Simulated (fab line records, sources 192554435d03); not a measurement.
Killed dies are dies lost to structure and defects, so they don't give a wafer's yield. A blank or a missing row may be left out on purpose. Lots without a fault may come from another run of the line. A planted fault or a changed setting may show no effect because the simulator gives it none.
fab line records | flow n5_finfet
record lots=7 wafers=21
route steps=1938 shown BEOL_M7@1309 BEOL_M9@1405 BEOL_M10@1477
start_h: hours from the record's first day to the start of the lot's first wafer shown | wait_h: hours since the lot's step before | " the same as in the row above | L1.1+2: a row that stands for several wafers | - no value, or no start given | * or withheld: withheld | < > ~ a bound
route shown NAME@n: a module of which the file shows steps, and the number in the route of the first | usual: mean/standard deviation of fault-free wafers | same: alike in all rows | chamber/n: place in a boat | sites: the reading at each site | _std_site: their standard deviation | _edge_site: outer sites' mean less inner sites' | radius_mm: how far each site lies from the wafer's centre | mask NAME#n: copy n | behind: the tool/chamber that last shaped the wafer | hold: why the lot was held/for how many hours/how that ended | device: the transistor (n, p or np) that didn't switch | end of line: the same wafers' tests at the end of the route | a step without rows: its recipe alone | killed: dies lost to structure and defects at the first sort, not the wafer's yield | map: a wafer's dies, x killed, . not, _ none there
set.NAME: the setting as run; set.NAME@STEP: as run at that earlier step | model.NAME: the simulator's own value behind a step, which no gauge read
lots whose settings were changed on purpose; a table a step, a row a wafer
## steps
# step N5_BEOL_M7_ETCH_41
# recipe chemistry=CH3F/O2 target=SiCN target_depth_a=319 taper_deg=2 time_s=57.8 ion_energy_ev=120 mask_material=TiN pressure_mtorr=30 source_w=395 bias_w=75 Ar_flow_sccm=150 CH3F_flow_sccm=30 O2_flow_sccm=20
# usual rf_vpp_V=297.4/1.7
# columns lot.wafer tool chamber start_h wait_h set.source_w rf_vpp_V model.etch.depth_nm
L077.1 rie_diel-02 1 - - 395 299.6 22.11
L077.4 " 0 " " 395 299.3 21.88
L077.5 " 2 " " 395 296.7 21.86
L081.1 rie_diel-05 3 - - 395 294.5 21.99
L081.2 " 1 " " 395 298.2 20.82
L081.3 " 2 " " 449.3 284.7 22.85
L083.1 rie_diel-03 0 - - 395 299.5 22.08
L083.3 " 1 " " 395 298.5 21.99
L083.4 " 0 " " 395 298.2 22.07
L085.1 rie_diel-05 3 - - 463.7 280.1 23.52
L085.3 " 1 " " 463.7 283.8 22.74
L085.4 " 2 " " 395 295.4 21.85
L096.1 rie_diel-02 2 - - 395 297.5 21.85
L096.2 " 0 " " 349.6 314.0 20.96
L096.5 " 0 " " 349.6 312.0 21.03
L095.1 rie_diel-03 0 - - 433.6 289.8 22.21
L095.5 " 1 " " 395 297.5 21.56
L095.6 " 0 " " 395 298.1 21.51
L097.3 rie_diel-02 2 - - 330.8 315.1 20.45
L097.5 " 2 " " 395 298.1 21.93
L097.6 " 3 " " 395 299.0 21.65
# step N5_BEOL_M7_STRIP_80
# recipe chemistry=N2/H2 time_s=10 power_w=450 temp_c=40 pressure_mtorr=20 rf_frequency_hz=6e+07 bias_power_w=7 n2_flow_sccm=200 h2_flow_sccm=200
# step N5_BEOL_M7_OCD_MEAS_38
# usual trench_depth_nm=93.4/1.5
# columns lot.wafer tool chamber start_h wait_h set.time_s@BEOL_M7_TRENCH_ETCH_37 trench_depth_nm
L077.1 ocd-02 - 209.27 - 31.2 94.5
L077.4 " - " " 31.2 94.7
L077.5 " - " " 31.2 92.5
L081.1 ocd-01 - 234.55 - 31.2 94.1
L081.2 " - " " 24.88 72.6
L081.3 " - " " 31.2 92.9
L083.1 ocd-01 - 252.55 - 31.2 94.2
L083.3 " - " " 29.09 88.5
L083.4 " - " " 29.09 88.2
L085.1 ocd-02 - 262.83 - 36.01 108.2
L085.3 " - " " 31.2 90.5
L085.4 " - " " 31.2 92.0
L096.1 ocd-02 - 322.55 - 31.2 94.4
L096.2 " - " " 37.73 112.0
L096.5 " - " " 37.73 112.3
L095.1 ocd-01 - 330.17 - 31.2 92.0
L095.5 " - " " 36.71 109.6
L095.6 " - " " 31.2 93.9
L097.3 ocd-01 - 332.85 - 31.2 95.8
L097.5 " - " " 31.2 95.2
L097.6 " - " " 31.2 93.9
# step N5_BEOL_M7_HM_STRIP_39
# recipe chemistry=peroxide_tin_strip material=TiN target_depth_a=250 temp_c=50 time_s=158
# step N5_BEOL_M7_SRD_40
# recipe time_s=30 temp_c=23 rinse_liquid=diw dry=ipa_marangoni
# step N5_BEOL_M7_ECD_50
# recipe material=Cu target_thk_a=3000
# step N5_BEOL_M7_ANNEAL_51
# recipe temp_c=225 time_s=90 ambient=N2
# step N5_BEOL_M7_CMP_52
# recipe stop_on=SiCOH_lowk t_overpolish_s=6.9 down_force_psi=1 platen_rpm=50 clearing_platen_down_force_psi=1.5 clearing_platen_rpm=50 post_cmp_clean=cu_alkaline target_thk_nm=80 clearing_platen_pad_velocity_m_s=0.99484 pad_velocity_m_s=0.99484
# columns lot.wafer tool chamber start_h wait_h set.time_s@BEOL_M7_TRENCH_ETCH_37 model.Cu_of_BEOL_M7_ECD_50.thk_nm
L077.4 cmp-01 2 211.71 0.1 31.2 81
L077.1 " 1 " " 31.2 81.8
L077.5 " 2 " " 31.2 80
L081.2 cmp-03 1 237.13 0.2 24.88 61.6
L081.1 " 3 " " 31.2 81
L081.3 " 0 " " 31.2 81.2
L083.3 cmp-01 1 256.41 0.2 29.09 74.2
L083.1 " 2 " " 31.2 81
L083.4 " 3 " " 29.09 74
L085.4 cmp-03 0 267.33 0.2 31.2 81
L085.3 " 1 " " 31.2 78.8
L085.1 " 2 " " 36.01 96.6
L096.2 cmp-02 0 325.05 0.2 37.73 97.4
L096.1 " 2 " " 31.2 79.4
L096.5 " 0 " " 37.73 98
L095.1 cmp-03 0 334.04 0.3 31.2 79.6
L095.6 " 0 " " 31.2 81
L095.5 " 1 " " 36.71 97.4
L097.3+5 cmp-02 3,0 334.70 0.2 31.2 80.2
L097.6 " 3 " " 31.2 77.8
# step N5_BEOL_M7_THK_MEAS_53
# recipe thk_meas_gauge=xrf reads=Cu_of_BEOL_M7_ECD_50
# usual M7_THK=81.6/1.9
# columns lot.wafer tool chamber start_h wait_h set.time_s@BEOL_M7_TRENCH_ETCH_37 M7_THK[nm]
L077.1 film_metro-01 - 212.01 - 31.2 83.6
L077.4 " - " " 31.2 83.1
L077.5 " - " " 31.2 81.7
L081.1 film_metro-02 - 237.42 - 31.2 82.7
L081.2 " - " " 24.88 63.1
L081.3 " - " " 31.2 82.8
L083.1 film_metro-01 - 256.71 - 31.2 82.9
L083.3 " - " " 29.09 75.7
L083.4 " - " " 29.09 75.6
L085.1 film_metro-02 - 267.58 - 36.01 98.9
L085.3 " - " " 31.2 80.3
L085.4 " - " " 31.2 82.8
L096.1 film_metro-02 - 325.30 - 31.2 80.1
L096.2 " - " " 37.73 98.1
L096.5 " - " " 37.73 99.2
L095.1 film_metro-01 - 334.33 - 31.2 80.3
L095.5 " - " " 36.71 97.8
L095.6 " - " " 31.2 81.7
L097.3 film_metro-01 - 334.99 - 31.2 80.4
L097.5 " - " " 31.2 80.6
L097.6 " - " " 31.2 77.8
# step N5_BEOL_M7_PRE_CLEAN_55
# recipe gas=NH3 time_s=15 temp_c=withheld rf_power_w=300
# step N5_BEOL_M7_DEP_56
# recipe material=SiCN target_thk_a=100 temp_c=withheld precursor=3MS/NH3 pressure_torr=3 rf_w=202 time_s=17.5
# step N5_BEOL_M7_RS_MEAS_57
# recipe thk_meas_gauge=four-point-probe reads=Cu_of_BEOL_M7_ECD_50+Co_of_BEOL_M7_CVD_78+TaN_of_BEOL_M7_ALD_77
# usual M7_RS=0.285/0.0074
# columns lot.wafer tool chamber start_h wait_h set.time_s@BEOL_M7_TRENCH_ETCH_37 M7_RS[ohm/sq]
L077.1 film_metro-01 - 212.14 0.1 31.2 0.279
L077.4 " - " " 31.2 0.283
L077.5 " - " " 31.2 0.286
L081.1 film_metro-01 - 237.55 0.1 31.2 0.282
L081.2 " - " " 24.88 0.393
L081.3 " - " " 31.2 0.282
L083.1 film_metro-01 - 256.84 0.1 31.2 0.283
L083.3 " - " " 29.09 0.313
L083.4 " - " " 29.09 0.315
L085.1 film_metro-01 - 267.71 0.1 36.01 0.230
L085.3 " - " " 31.2 0.291
L085.4 " - " " 31.2 0.282
L096.1 film_metro-02 - 325.43 0.1 31.2 0.288
L096.2 " - " " 37.73 0.227
L096.5 " - " " 37.73 0.226
L095.1 film_metro-02 - 334.46 0.1 31.2 0.287
L095.5 " - " " 36.71 0.227
L095.6 " - " " 31.2 0.282
L097.3 film_metro-01 - 335.12 0.1 31.2 0.286
L097.5 " - " " 31.2 0.287
L097.6 " - " " 31.2 0.297
# step N5_BEOL_M9_HM_DEP_02
# recipe material=TiN target_thk_a=200 temp_c=25 chamber_pressure_pa=0.49996
# columns lot.wafer tool chamber start_h wait_h set.target_thk_a model.TiN_of_BEOL_M9_HM_DEP_02.thk_nm
L077.1+4+5 pvd_sputter-03 - 222.06 1.8 200 19.8
L081.1+3 pvd_sputter-02 - 249.26 0.1 209.6 20.8
L081.2 " - " " 200 19.8
L083.1+3+4 pvd_sputter-02 - 266.75 3.0 175.7 17.6
L085.1+4 pvd_sputter-03 - 276.71 0.7 200 20.6
L085.3 " - " " 200 20.2
L096.1+2+5 pvd_sputter-03 - 336.32 1.5 200 19.8
L097.3 pvd_sputter-01 - 348.92 3.6 207.6 20.6
L097.5 " - " " 200 20
L097.6 " - " " 200 19.8
L095.1 pvd_sputter-02 - 349.34 3.3 200 20.2
L095.5 " - " " 222.8 22.4
L095.6 " - " " 200 20
# step N5_BEOL_M9_COAT_59
# recipe resist=SOC temp_c=250 time_s=60 spin_rpm=1500 resist_thk_nm=100
# step N5_BEOL_M9_COAT_60
# recipe resist=SiARC temp_c=220 time_s=60 spin_rpm=1500 resist_thk_nm=30
# step N5_BEOL_M9_STRIP_68
# recipe chemistry=N2/H2 temp_c=40 n2_flow_sccm=200 h2_flow_sccm=200 rf_frequency_hz=6e+07
# step N5_BEOL_M9_STRIP_67
# recipe chemistry=CF4 resist=SiARC power_w=300 bias_power_w=75 pressure_mtorr=50 cf4_flow_sccm=150 rf_frequency_hz=6e+07
# step N5_BEOL_M9_HM_OPEN_17
# recipe chemistry=Cl2/BCl3 target_depth_a=200 overetch_a=60 target=TiN mask_material=SOC ion_energy_ev=150 pressure_mtorr=10 icp_w=1000 bias_w=126 Cl2_flow_sccm=53.25 bcl3_flow_sccm=21.75 Ar_flow_sccm=25
# columns lot.wafer tool chamber start_h wait_h set.target_thk_a@BEOL_M9_HM_DEP_02 model.etch.depth_nm
L077.1+5 rie_metal-01 1,0 222.92 0.0 200 19.84
L077.4 " 1 " " 200 19.83
L081.1 rie_metal-02 1 250.30 0.0 209.6 20.84
L081.2 " 0 " " 200 19.85
L081.3 " 1 " " 209.6 20.82
L083.1 rie_metal-03 1 267.61 0.0 175.7 17.67
L083.3 " 0 " " 175.7 17.53
L083.4 " 1 " " 175.7 17.57
L085.1+4 rie_metal-03 1 277.90 0.0 200 20.58
L085.3 " 0 " " 200 20.26
L096.1 rie_metal-03 1 337.18 0.0 200 19.79
L096.2 " 0 " " 200 19.78
L096.5 " 0 " " 200 19.73
L097.3 rie_metal-02 0 349.68 0.1 207.6 20.67
L097.5 " 0 " " 200 20.04
L097.6 " 1 " " 200 19.88
L095.1 rie_metal-03 1 350.20 0.0 200 20.23
L095.5 " 1 " " 222.8 22.48
L095.6 " 0 " " 200 20
# step N5_BEOL_M9_STRIP_19
# recipe chemistry=O2 power_w=400 temp_c=40 pressure_mtorr=30 rf_frequency_hz=6e+07 bias_power_w=0 overash_fraction=0.2 o2_flow_sccm=225
# step N5_BEOL_M9_STRIP_73
# recipe chemistry=C4F6/O2 resist=SiARC rf_frequency_hz=6e+07
# step N5_BEOL_M9_STRIP_36
# recipe chemistry=N2/H2 power_w=450 temp_c=40 pressure_mtorr=20 rf_frequency_hz=6e+07 overash_fraction=0.3 bias_power_w=7 h2_frac=0.5 n2_flow_sccm=200 h2_flow_sccm=200
# step N5_BEOL_M9_TRENCH_ETCH_37
# recipe chemistry=C4F6/O2 target_depth_a=1514.3 target=SiCOH_lowk time_s=49 ion_energy_ev=250 pressure_mtorr=30 source_w=345 bias_w=185 Ar_flow_sccm=300 C4F6_flow_sccm=10 O2_flow_sccm=10
# columns lot.wafer tool chamber start_h wait_h set.target_thk_a@BEOL_M9_HM_DEP_02 model.TiN_of_BEOL_M9_HM_DEP_02.thk_nm
L077.1 rie_diel-05 1 - - 200 15.8
L077.4+5 " 0,2 " " 200 15.6
L081.1+3 rie_diel-03 0,3 - - 209.6 16.8
L081.2 " 1 " " 200 15.6
L083.1 rie_diel-05 1 - - 175.7 13.6
L083.3 " 0 " " 175.7 13.2
L083.4 " 3 " " 175.7 13.4
L085.1+4 rie_diel-03 2,0 - - 200 16.4
L085.3 " 3 " " 200 16.2
L096.1+2 rie_diel-05 0,3 - - 200 15.6
L096.5 " 2 " " 200 15.4
L097.3 rie_diel-02 2 - - 207.6 16.4
L097.5+6 " 0,3 " " 200 15.8
L095.1 rie_diel-03 2 - - 200 16
L095.5 " 1 " " 222.8 18.4
L095.6 " 2 " " 200 15.8
# step N5_BEOL_M10_COAT_05
# recipe resist=CAR-ArF spin_rpm=1500 resist_thk_nm=90
# columns lot.wafer tool chamber start_h wait_h set.spin_rpm model.CAR-ArF_of_BEOL_M10_COAT_05.thk_nm
L077.1 litho_track-03 0 - - 1500 90.4
L077.4+5 " 0 " " 1500 90.2
L081.1+2 litho_track-03 0 - - 1613 86.4
L081.3 " 0 " " 1500 89.8
L083.1 litho_track-02 0 - - 1500 90.4
L083.3 " 0 " " 1591 87.4
L083.4 " 0 " " 1591 87.6
L085.1 litho_track-05 0 - - 1603 87
L085.3 " 0 " " 1500 90.2
L085.4 " 0 " " 1603 86.8
L096.1 litho_track-05 0 - - 1500 90.6
L096.2+5 " 0 " " 1441 92.4
L097.3+5 litho_track-05 0 - - 1500 90.2
L097.6 " 0 " " 1500 90
L095.1 litho_track-05 0 - - 1548 88.8
L095.5 " 0 " " 1548 88.6
L095.6 " 0 " " 1500 90.2
# step N5_BEOL_M10_EBR_07
# recipe solvent=PGMEA ebr_width_mm=1.5
# step N5_BEOL_M10_SOFTBAKE_06
# recipe temp_c=110 time_s=60 resist=CAR-ArF
# step N5_BEOL_M10_EXPOSE_08
# recipe mask_id=M10 na=1.35 source_shape=dipole sigma_inner=0.411 sigma_outer=0.611 polarization=te dose_mj=53.75
# step N5_BEOL_M10_PEB_09
# recipe peb_temp_c=withheld peb_time_s=60 resist=CAR-ArF
# step N5_BEOL_M10_DEVELOP_10
# recipe develop_time_s=30 developer=TMAH resist=CAR-ArF rinse_liquid=diw dry=air_spin dev_temp_c=23
# columns lot.wafer tool chamber start_h wait_h set.spin_rpm@BEOL_M10_COAT_05 model.CAR-ArF_of_BEOL_M10_COAT_05.thk_nm
L077.1+5 litho_track-02 0 - - 1500 88.6
L077.4 " 0 " " 1500 88.4
L081.1+2 litho_track-03 0 - - 1613 84.6
L081.3 " 0 " " 1500 88
L083.1 litho_track-05 0 - - 1500 88.6
L083.3+4 " 0 " " 1591 85.8
L085.1 litho_track-05 0 - - 1603 85.4
L085.3 " 0 " " 1500 88.4
L085.4 " 0 " " 1603 85.2
L096.1 litho_track-05 0 - - 1500 88.8
L096.2+5 " 0 " " 1441 90.6
L097.3+6 litho_track-03 0 - - 1500 88.4
L097.5 " 0 " " 1500 88.6
L095.1 litho_track-05 0 - - 1548 87.2
L095.5 " 0 " " 1548 87
L095.6 " 0 " " 1500 88.4
# step N5_BEOL_M10_DESCUM_16
# recipe chemistry=O2 time_s=7.9 source_power_w=50 bias_power_w=20 pressure_mtorr=20 rf_frequency_hz=2.712e+07 temp_c=40 resist=CAR-ArF o2_flow_sccm=225
# columns lot.wafer tool chamber start_h wait_h set.spin_rpm@BEOL_M10_COAT_05 model.CAR-ArF_of_BEOL_M10_COAT_05.thk_nm
L077.1 rie_diel-04 3 230.25 0.0 1500 83.8
L077.4+5 " 2 " " 1500 83.6
L081.1+2 rie_diel-06 0,3 258.77 0.0 1613 79.8
L081.3 " 2 " " 1500 83.2
L083.1 rie_diel-04 3 274.66 0.0 1500 83.8
L083.3+4 " 2,1 " " 1591 81
L085.1 rie_diel-01 2 284.22 0.3 1603 80.6
L085.3 " 3 " " 1500 83.6
L085.4 " 1 " " 1603 80.4
L096.1 rie_diel-04 2 349.77 0.4 1500 84
L096.2+5 " 0,1 " " 1441 85.8
L097.3+5 rie_diel-06 3,2 356.82 0.4 1500 83.6
L097.6 " 1 " " 1500 83.4
L095.1 rie_diel-01 1 356.98 0.4 1548 82.2
L095.5 " 0 " " 1548 82
L095.6 " 3 " " 1500 83.6
# step N5_BEOL_M10_PEB_26
# recipe peb_temp_c=withheld peb_time_s=60 resist=CAR-ArF
# columns lot.wafer tool chamber start_h wait_h set.peb_time_s
L077.1+4+5 litho_track-03 0 231.62 0.1 60
L081.1+2+3 litho_track-03 0 259.72 0.1 60
L083.1+4 litho_track-05 0 275.53 0.1 64.52
L083.3 " 0 " " 60
L085.1+3 litho_track-05 0 286.31 0.1 48.69
L085.4 " 0 " " 60
L096.1+2 litho_track-05 0 351.93 0.1 60
L096.5 " 0 " " 52.37
L095.1+5+6 litho_track-05 0 358.12 0.1 60
L097.3+5+6 litho_track-03 0 358.42 0.0 60
# step N5_BEOL_M10_DEVELOP_27
# recipe develop_time_s=30 developer=TMAH resist=CAR-ArF rinse_liquid=diw dry=air_spin dev_temp_c=23
# step N5_BEOL_M10_CD_MEAS_28
# recipe target_cd_nm=70 landing_energy_ev=500 detector=se_inlens polarity=opening
# usual cd_nm=69.9/0.8
# columns lot.wafer tool chamber start_h wait_h set.peb_time_s@BEOL_M10_PEB_26 cd_nm
L077.1 cd_sem-03 0 231.69 - 60 68.8
L077.4 " 0 " " 60 68.6
L077.5 " 0 " " 60 68.7
L081.1 cd_sem-01 0 259.78 - 60 70.2
L081.2 " 0 " " 60 68.6
L081.3 " 0 " " 60 69.4
L083.1 cd_sem-03 0 275.60 - 64.52 72.5
L083.3 " 0 " " 60 70.5
L083.4 " 0 " " 64.52 73.8
L085.1 cd_sem-01 0 286.38 - 48.69 60.2
L085.3 " 0 " " 48.69 60.9
L085.4 " 0 " " 60 71.1
L096.1 cd_sem-02 0 352.00 - 60 70.0
L096.2 " 0 " " 60 70.5
L096.5 " 0 " " 52.37 63.1
L095.1 cd_sem-03 0 358.18 - 60 69.1
L095.5 " 0 " " 60 69.7
L095.6 " 0 " " 60 69.9
L097.3 cd_sem-02 0 358.48 - 60 71.3
L097.5 " 0 " " 60 70.7
L097.6 " 0 " " 60 70.8
# step N5_BEOL_M10_ETCH_66
# recipe chemistry=N2/H2 target=SOC target_depth_a=1200 overetch_a=240 mask_material=SiARC temp_c=40 time_s=180 ion_energy_ev=200 pressure_mtorr=30 source_w=840 bias_w=150 n2_flow_sccm=200 h2_flow_sccm=200
# columns lot.wafer tool chamber start_h wait_h set.time_s model.SiARC_of_BEOL_M10_COAT_64.thk_nm
L077.1 rie_diel-04 2 231.86 0.0 180 22.8
L077.4+5 " 3 " " 180 22.6
L081.1 rie_diel-06 0 260.18 0.0 155.2 23.6
L081.2+3 " 3,2 " " 155.2 23.8
L083.1+3 rie_diel-06 0 275.81 0.1 180 23
L083.4 " 3 " " 217.3 21.4
L085.1 rie_diel-04 3 286.88 0.0 180 22.4
L085.3 " 2 " " 195.8 22
L085.4 " 0 " " 195.8 21.8
L096.1 rie_diel-01 3 352.18 0.0 210.2 21.8
L096.2 " 0 " " 210.2 21.6
L096.5 " 1 " " 180 22.8
L095.1 rie_diel-04 3 358.77 0.0 180 22.4
L095.5 " 0 " " 180 22.6
L095.6 " 1 " " 180 22.8
L097.3+5 rie_diel-06 2 359.12 0.0 165.5 23.8
L097.6 " 1 " " 180 22.8
## key
split step=N5_BEOL_M7_ETCH_41 setting=source_w stated=395 by=wafer
response step=N5_BEOL_M7_ETCH_41 reading=rf_vpp_V change=-0.935 per=1% r=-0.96
response step=N5_BEOL_M7_ETCH_41 reading=model.etch.depth_nm change=+0.0815 per=1% r=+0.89
split step=N5_BEOL_M9_HM_DEP_02 setting=target_thk_a stated=200 by=wafer
response step=N5_BEOL_M9_HM_DEP_02 reading=model.TiN_of_BEOL_M9_HM_DEP_02.thk_nm change=+0.201 per=1% r=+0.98
response step=N5_BEOL_M9_HM_OPEN_17 reading=model.etch.depth_nm change=+0.205 per=1% r=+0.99
response step=N5_BEOL_M9_TRENCH_ETCH_37 reading=model.TiN_of_BEOL_M9_HM_DEP_02.thk_nm change=+0.218 per=1% r=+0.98
split step=N5_BEOL_M10_COAT_05 setting=spin_rpm stated=1500 by=wafer
response step=N5_BEOL_M10_COAT_05 reading=model.CAR-ArF_of_BEOL_M10_COAT_05.thk_nm change=-0.467 per=1% r=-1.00
response step=N5_BEOL_M10_DEVELOP_10 reading=model.CAR-ArF_of_BEOL_M10_COAT_05.thk_nm change=-0.451 per=1% r=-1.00
response step=N5_BEOL_M10_DESCUM_16 reading=model.CAR-ArF_of_BEOL_M10_COAT_05.thk_nm change=-0.455 per=1% r=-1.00
split step=N5_BEOL_M10_PEB_26 setting=peb_time_s stated=60 by=wafer
response step=N5_BEOL_M10_CD_MEAS_28 reading=cd_nm change=+0.541 per=1% r=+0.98
split step=N5_BEOL_M10_ETCH_66 setting=time_s stated=180 by=wafer
response step=N5_BEOL_M10_ETCH_66 reading=model.SiARC_of_BEOL_M10_COAT_64.thk_nm change=-0.0751 per=1% r=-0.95
split outside_this_file step=N5_BEOL_M7_TRENCH_ETCH_37 setting=time_s
# split outside_this_file: this setting was split too, and the file shows its column; the key of that split is in another file
